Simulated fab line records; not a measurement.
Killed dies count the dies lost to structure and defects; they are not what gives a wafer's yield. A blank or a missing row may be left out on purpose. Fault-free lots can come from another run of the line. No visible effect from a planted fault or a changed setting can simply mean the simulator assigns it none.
Which tool is to blame? + flow nand-harc + 39 wafers from 13 lots sampled at 5 of the route's 1159 steps

== WHAT THE GAUGES READ, wafer by wafer ==
NHARC_THIN_TSV_CD_MEAS_16.
| lot  | measured     | on        | cd-nm (nm)           |
|------|--------------|-----------|----------------------|
| L397 | day 18 20:35 | cd-sem-01 | 998.2 999.6 998.2    |
| L396 | day 18 21:50 | cd-sem-02 | 1001.3 996.8 1002.6  |
| L399 | day 19 00:24 | cd-sem-01 | 996.3 998.8 996.6    |
| L400 | day 18 22:58 | cd-sem-02 | 1000.0 1000.4 998.7  |
| L401 | day 19 09:03 | cd-sem-02 | 999.1 994.6 995.4    |
| L398 | day 19 10:07 | cd-sem-03 | 1002.7 1000.8 999.6  |
| L402 | day 19 17:09 | cd-sem-01 | 1000.9 1000.0 1003.7 |
| L403 | day 20 11:36 | cd-sem-01 | 994.5 995.4 1000.2   |
| L404 | day 21 02:15 | cd-sem-01 | 1000.3 1002.4 998.4  |
| L416 | day 23 05:59 | cd-sem-02 | 1000.3 1000.3 1001.0 |
| L414 | day 23 07:21 | cd-sem-02 | 998.7 994.9 999.1    |
| L417 | day 23 18:26 | cd-sem-02 | 997.6 1002.3 998.8   |
| L419 | day 24 08:11 | cd-sem-02 | 997.6 1000.1 999.7   |

NHARC_END_SORT_01.
| lot  | measured     | on        | defect-limited-yield (%) | killed-at-array | killed-at-other | killed-at-periphery | killed-dies | killed-open | killed-short | sort_bin_2_pct (%) | sort_bin_3_pct (%) | sort_bin_4_pct (%) | sort-n-pass | sort-rim-yield-pct (%) | sort-yield-pct (%) |
|------|--------------|-----------|--------------------------|-----------------|-----------------|---------------------|-------------|-------------|--------------|--------------------|--------------------|--------------------|-------------|------------------------|--------------------|
| L397 | day 19 15:46 | prober-01 | 97.5 97.6 97.0           | 13 8 16         | 0 5 3           | 4 3 1               | 17 16 20    | 4 3 5       | 1 1 1        | 0.7 0.7 0.9        | 0.15 0.30 0.30     | 1.6 1.3 1.8        | 660 661 657 | 98.1 99.1 95.3         | 97.5 97.6 97.0     |
| L396 | day 20 00:25 | prober-01 | 95.4 96.5 94.4           | 30 21 33        | 0 1 1           | 1 2 4               | 31 24 38    | 1 2 5       | 1 0 1        | 1.5 0.7 1.8        | 0.15 0.44 0.44     | 3.0 2.4 3.4        | 646 653 639 | 91.5 100.0 98.1        | 95.4 96.5 94.4     |
| L399 | day 20 02:02 | prober-02 | 96.3 97.2 95.6           | 22 15 27        | 1 1 1           | 2 3 2               | 25 19 30    | 4 1 2       | 3 1 2        | 1.0 1.5 0.9        | 0.30 0 0           | 2.4 1.3 3.5        | 652 658 647 | 97.2 94.3 97.2         | 96.3 97.2 95.6     |
| L400 | day 19 16:44 | prober-02 | 95.1 96.9 97.0           | 30 18 18        | 0 0 0           | 3 3 2               | 33 21 20    | 2 4 3       | 1 2 2        | 1.6 0.9 1.2        | 0.15 0.30 0        | 3.1 1.9 1.8        | 644 656 657 | 98.1 98.1 99.1         | 95.1 96.9 97.0     |
| L401 | day 20 09:56 | prober-01 | 97.3 95.6 95.7           | 17 27 21        | 0 2 3           | 1 1 5               | 18 30 29    | 1 2 5       | 1 1 5        | 0.7 1.5 1.6        | 0.15 0.44 0.15     | 1.8 2.5 2.5        | 659 647 648 | 100.0 99.1 97.2        | 97.3 95.6 95.7     |
| L398 | day 20 09:53 | prober-02 | 96.8 96.2 95.1           | 20 26 31        | 0 0 0           | 2 0 2               | 22 26 33    | 7 4 3       | 1 0 2        | 1.3 0.9 0.9        | 0.15 0 0.44        | 1.8 3.0 3.5        | 655 651 644 | 95.3 96.2 97.2         | 96.8 96.2 95.1     |
| L402 | day 20 16:11 | prober-01 | 95.9 95.7 96.9           | 25 24 18        | 0 0 0           | 3 5 3               | 28 29 21    | 3 2 2       | 2 1 4        | 0.7 1.0 0.9        | 0.15 0.44 0        | 3.2 2.8 2.2        | 649 648 656 | 100.0 99.1 95.3        | 95.9 95.7 96.9     |
| L403 | day 21 04:43 | prober-02 | 44.0 44.0 44.0           | 376 375 373     | 0 0 0           | 3 4 6               | 379 379 379 | 3 2 4       | 0 0 2        | 19.4 19.9 22.3     | 4.28 4.43 4.14     | 32.3 31.6 29.5     | 298 298 298 | 49.1 42.5 46.2         | 44.0 44.0 44.0     |
| L404 | day 21 16:08 | prober-01 | 38.3 39.7 40.5           | 413 407 399     | 0 0 1           | 5 1 3               | 418 408 403 | 3 3 0       | 1 1 1        | 20.1 18.9 20.5     | 5.17 5.17 4.87     | 36.5 36.2 34.1     | 259 269 274 | 46.2 33.0 45.3         | 38.3 39.7 40.5     |
| L416 | day 23 23:31 | prober-01 | 93.6 95.1 93.9           | 36 30 36        | 0 1 0           | 7 2 5               | 43 33 41    | 2 1 3       | 3 1 3        | 2.7 1.2 2.5        | 0.30 0.30 0.30     | 3.4 3.4 3.2        | 634 644 636 | 98.1 92.5 98.1         | 93.6 95.1 93.9     |
| L414 | day 24 07:16 | prober-02 | 95.6 93.4 93.6           | 23 36 28        | 0 0 0           | 7 9 15              | 30 45 43    | 4 3 6       | 2 3 1        | 1.3 1.2 1.9        | 0.44 0.89 0.59     | 2.7 4.6 3.8        | 647 632 634 | 98.1 99.1 98.1         | 95.6 93.4 93.6     |
| L417 | day 24 11:55 | prober-01 | 94.2 95.3 95.0           | 33 28 28        | 3 1 1           | 3 3 5               | 39 32 34    | 6 2 3       | 1 5 0        | 1.2 1.2 1.6        | 0.44 0.15 0.15     | 4.1 3.4 3.2        | 638 645 643 | 91.5 96.2 96.2         | 94.2 95.3 95.0     |
| L419 | day 24 22:04 | prober-01 | 93.1 92.3 93.4           | 46 49 39        | 0 0 0           | 1 3 6               | 47 52 45    | 2 6 5       | 1 3 3        | 2.2 2.2 1.2        | 1.18 0.15 0.30     | 3.5 5.3 5.2        | 630 625 632 | 98.1 98.1 94.3         | 93.1 92.3 93.4     |

== TOOL THAT RAN EACH LOT (tool first, then ch and the chambers of the sampled wafers, then the start) ==
| lot  | NHARC_A_M0_ECD_22              | NHARC_THIN_TSV_ETCHBACK_48         | NHARC_THIN_TSV_ANNEAL_52         |
|------|--------------------------------|------------------------------------|----------------------------------|
| L397 | ecd-cu-02 ch 0,1, day 17 19:15 | rie-diel-06 ch 0,2, day 18 21:53   | rtp-anneal-01 ch 0, day 18 23:37 |
| L396 | ecd-cu-02 ch 0,1, day 17 19:39 | rie-diel-03 ch 0,2,3, day 18 23:24 | rtp-anneal-01 ch 0, day 19 01:24 |
| L399 | ecd-cu-02 ch 0,1, day 17 22:51 | rie-diel-06 ch 1,2,3, day 19 01:47 | rtp-anneal-02 ch 0, day 19 03:29 |
| L400 | ecd-cu-02 ch 0,1, day 18 00:40 | rie-diel-03 ch 2,3, day 19 00:14   | rtp-anneal-02 ch 0, day 19 01:58 |
| L401 | ecd-cu-02 ch 0,1, day 18 06:33 | rie-diel-06 ch 0,1,3, day 19 10:28 | rtp-anneal-02 ch 0, day 19 12:15 |
| L398 | ecd-cu-01 ch 0,1, day 18 09:32 | rie-diel-06 ch 0,1,2, day 19 11:25 | rtp-anneal-02 ch 0, day 19 13:11 |
| L402 | ecd-cu-02 ch 0,1, day 18 15:38 | rie-diel-06 ch 0,2, day 19 18:27   | rtp-anneal-02 ch 0, day 19 20:11 |
| L403 | ecd-cu-02 ch 0,1, day 19 10:35 | rie-diel-03 ch 1,2, day 20 12:53   | rtp-anneal-02 ch 0, day 20 14:41 |
| L404 | ecd-cu-02 ch 0,1, day 20 00:00 | rie-diel-04 ch 2,3, day 21 03:34   | rtp-anneal-01 ch 0, day 21 05:15 |
| L416 | ecd-cu-01 ch 0, day 22 01:28   | rie-diel-03 ch 0,1,3, day 23 07:21 | rtp-anneal-02 ch 0, day 23 09:07 |
| L414 | ecd-cu-01 ch 0,1, day 22 03:50 | rie-diel-06 ch 0,1,2, day 23 08:40 | rtp-anneal-01 ch 0, day 23 10:22 |
| L417 | ecd-cu-01 ch 0,1, day 22 19:02 | rie-diel-06 ch 0,1,3, day 23 19:50 | rtp-anneal-02 ch 0, day 23 21:39 |
| L419 | ecd-cu-01 ch 0,1, day 23 08:04 | rie-diel-06 ch 0,2, day 24 09:31   | rtp-anneal-01 ch 0, day 24 11:16 |
- NHARC_A_M0_ECD_22: material Cu, target thk 400 nm.
- NHARC_THIN_TSV_ETCHBACK_48: etches the open film in C4F8/Ar, target depth 1028.5 nm, time 405.17 s.
- NHARC_THIN_TSV_ANNEAL_52: time 90 s.

== AS READ BY THE TOOLS THEMSELVES (means over the sampled wafers that have a number; for cases with no such wafer, the mark the record gives instead) ==
NHARC_THIN_TSV_ETCHBACK_48.
| lot  | tool        | oes-product-au (a.u.) | rf-vpp-V (V) |
|------|-------------|-----------------------|--------------|
| L397 | rie-diel-06 | 0.97                  | 550.5        |
| L396 | rie-diel-03 | 0.96                  | 547.8        |
| L399 | rie-diel-06 | 0.99                  | 546.7        |
| L400 | rie-diel-03 | 0.93                  | 547.0        |
| L401 | rie-diel-06 | 1.01                  | 546.0        |
| L398 | rie-diel-06 | 1.00                  | 548.7        |
| L402 | rie-diel-06 | 0.98                  | 551.1        |
| L403 | rie-diel-03 | 0.91                  | 547.5        |
| L404 | rie-diel-04 | 1.00                  | 546.7        |
| L416 | rie-diel-03 | 0.93                  | 546.7        |
| L414 | rie-diel-06 | 0.92                  | 549.2        |
| L417 | rie-diel-06 | 0.92                  | 547.2        |
| L419 | rie-diel-06 | 0.91                  | 550.6        |

NHARC_THIN_TSV_ANNEAL_52.
| lot  | tool          | wafer_temp_C_max |
|------|---------------|------------------|
| L397 | rtp-anneal-01 | 226.11           |
| L396 | rtp-anneal-01 | 225.99           |
| L399 | rtp-anneal-02 | 225.97           |
| L400 | rtp-anneal-02 | 226.43           |
| L401 | rtp-anneal-02 | 226.28           |
| L398 | rtp-anneal-02 | 226.04           |
| L402 | rtp-anneal-02 | 226.07           |
| L403 | rtp-anneal-02 | 226.21           |
| L404 | rtp-anneal-01 | 225.90           |
| L416 | rtp-anneal-02 | 226.33           |
| L414 | rtp-anneal-01 | 225.98           |
| L417 | rtp-anneal-02 | 226.12           |
| L419 | rtp-anneal-01 | 225.60           |

== THE ANSWER, worked out from the rows above alone ==
Rule: what is usual is taken from the lots themselves. Put in order of their means at a reading, lots are off if they are a third of the lots or fewer, leave a main group of 4 or more, and stand apart from it by a gap of 3 or more times the standard deviation of the main group's means; of several such gaps the widest counts. A main group is skipped when, at the precision printed for the reading in the tables above, its means are all equal. Also off: a lot with no number at a reading for which 4 or more lots have one. Any other lot the step has rows for is counted as sound. First the gauges in route order, then the tools' own readings, where a lot's mean is used as printed above. At the first step where some lot is off, the reading lying furthest off is the one used; lots without a number count as furthest.
Off at NHARC_END_SORT_01 (sort_bin_2_pct): L403, L404. Mean 1.3 % and standard deviation 0.38 in the main group.
A tool fits if, at a process step before that reading, it ran every lot that is off, and no sound lot after the first of them. Gauges at NHARC_END_SORT_01: tried the same way as those tools. One fits: NHARC_A_M0_ECD_22 on ecd-cu-02. A fault onset in the window from L402 (day 18 15:38, its last sound lot) to L403 (day 19 10:35, its first lot off) fits.

== WHAT WAS PUT IN BY THE SIMULATOR ==
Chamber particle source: ecd-cu-02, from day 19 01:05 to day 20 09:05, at NHARC_A_M0_ECD_22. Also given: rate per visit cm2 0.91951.
Shown lots that were struck: L403, L404. The rule given above showed the same thing.
